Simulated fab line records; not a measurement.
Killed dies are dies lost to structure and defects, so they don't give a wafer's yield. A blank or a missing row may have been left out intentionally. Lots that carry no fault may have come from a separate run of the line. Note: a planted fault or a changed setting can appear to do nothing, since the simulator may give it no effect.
Struck lot and sound lot, side by side / flow n5Finfet / 16 out of 1938 route steps
Sound: the wafers L444.2, L444.4, L444.5. The struck wafers were L448.1, L448.3, L448.6. The cause is named last.
Each step with rows lists, per side, the tool, then ch with its chambers, then its first start. Under that, the readings that differ: sound wafers / struck wafers / difference of the means / sigmas: that difference in standard deviations of wafers without a fault.
alike: readings with means less than 2 such deviations apart, plus words and numbers identical on both sides. not compared: withheld readings, readings lacking a value on some wafer, bounds such as >300 that could conceal the same value, and numbers that have no deviation in the record and whose values overlap.
A row with sigmas, a row that says differs or no value, or rows on one side alone: a step with any of these is where the two part. Non-overlapping numbers with no deviation appear without sigmas and do not part them. Lack of a reading on every wafer of one side parts them only where that side has two or more wafers.

first, 2 steps without rows for these wafers: N5_BEOL_M3_PRECLEAN_42 (cleans in residue remover, time 60 s); N5_BEOL_M3_SRD_43 (time 30 s).
N5_BEOL_M3_CD_MEAS_35: target cd 18 nm, target cd y 21 nm.
  sound on cdSem-01, day 8 22:19; struck on cdSem-02, day 10 01:37
  alike: cdNm
then, 1 step without rows for these wafers: N5_BEOL_M3_DEGAS_44 (time 60 s).
N5_BEOL_M3_PRE_CLEAN_45: time 30 s.
  sound on pvdSputter-03, day 8 22:25; struck on pvdSputter-02, day 10 01:52
  alike: heaterPowerW
then, 1 step without rows for these wafers: N5_BEOL_M3_ALD_84 (deposits TaN, pulse time 2 s, purge time 3 s, co reactant purge time 2 s).
N5_BEOL_M3_SURFACE_TREAT_85:
  sound on pvdSputter-02, day 8 22:46; struck on pvdSputter-02, day 10 02:20
  not compared: throttleValvePct
then, 1 step without rows for these wafers: N5_BEOL_M3_CVD_47 (deposits Co from CCTBA/H2, target thk 3 nm, time 223.8 s).
N5_BEOL_M3_SPUTTER_48: material Cu, target thk 4.5 nm, time 8.29 s.
  sound on pvdSputter-03, day 8 23:02; struck on pvdSputter-01, day 10 02:46
  alike: chamberPressurePa, chuckGasFlowSccm, throttleValvePct
then, 1 step without rows for these wafers: N5_BEOL_M3_ANNEAL_49 (time 240 s).
N5_BEOL_M3_SPUTTER_79: material Cu, target thk 4.5 nm, time 8.29 s.
  sound on pvdSputter-03, day 8 23:16; struck on pvdSputter-01, day 10 02:59
  alike: chamberPressurePa, chuckGasFlowSccm, throttleValvePct
then, 1 step without rows for these wafers: N5_BEOL_M3_ANNEAL_80 (time 240 s).
N5_BEOL_M3_SPUTTER_81: material Cu, target thk 4.5 nm, time 8.29 s.
  sound on pvdSputter-03, day 8 23:29; struck on pvdSputter-01, day 10 03:13
  no value came back on the struck wafers for chamberPressurePa (Pa), chuckGasFlowSccm (sccm), throttleValvePct (%); on the sound wafers chamberPressurePa (Pa) reads 0.07003 0.07022 0.07005
N5_BEOL_M3_ANNEAL_82: time 240 s.
  sound on pvdSputter-03, day 8 23:34; struck on pvdSputter-01, day 10 03:17
  alike: heaterPowerW
N5_BEOL_M4_RC_MEAS_101:
  sound on prober-01 ch 0, day 9 11:44; struck on prober-01 ch 0, day 10 14:50
  alike: DIBL_N, DIBL_P, IOFF_N, IOFF_P, ION_N, ION_P, SS_N, SS_P, VT_N, VT_P
-- the record jumps here: 4 days lie between the struck wafers' starts before and after (it left off in module BEOL_M4 and takes up again in module PASSIVATION, whose first step shown is number 1936 of the route) --
N5_PASSIVATION_PROBE_49:
  sound on prober-01, day 13 21:32; struck on prober-02, day 14 20:26
reading=sort_bin_6_memory (%); sound=2.6 2.5 2.0; struck=4.1 3.0 4.2; difference=+1.4; sigmas=+2
  alike: defectLimitedYield, killed_at_M0_to_M3, killed_at_M4_up, killedAtContacts, killedAtFrontEnd, killedAtOther, killedDies, killedOnRim, killedOpen, killedShort, sort_bin_5_function, sort_bin_8_speed, sortNPass, sortYieldPct

== WHERE THEY PART ==
At N5_BEOL_M3_SPUTTER_81 first; at N5_PASSIVATION_PROBE_49 last (within this record only).

WHY: the cause the simulator had injected
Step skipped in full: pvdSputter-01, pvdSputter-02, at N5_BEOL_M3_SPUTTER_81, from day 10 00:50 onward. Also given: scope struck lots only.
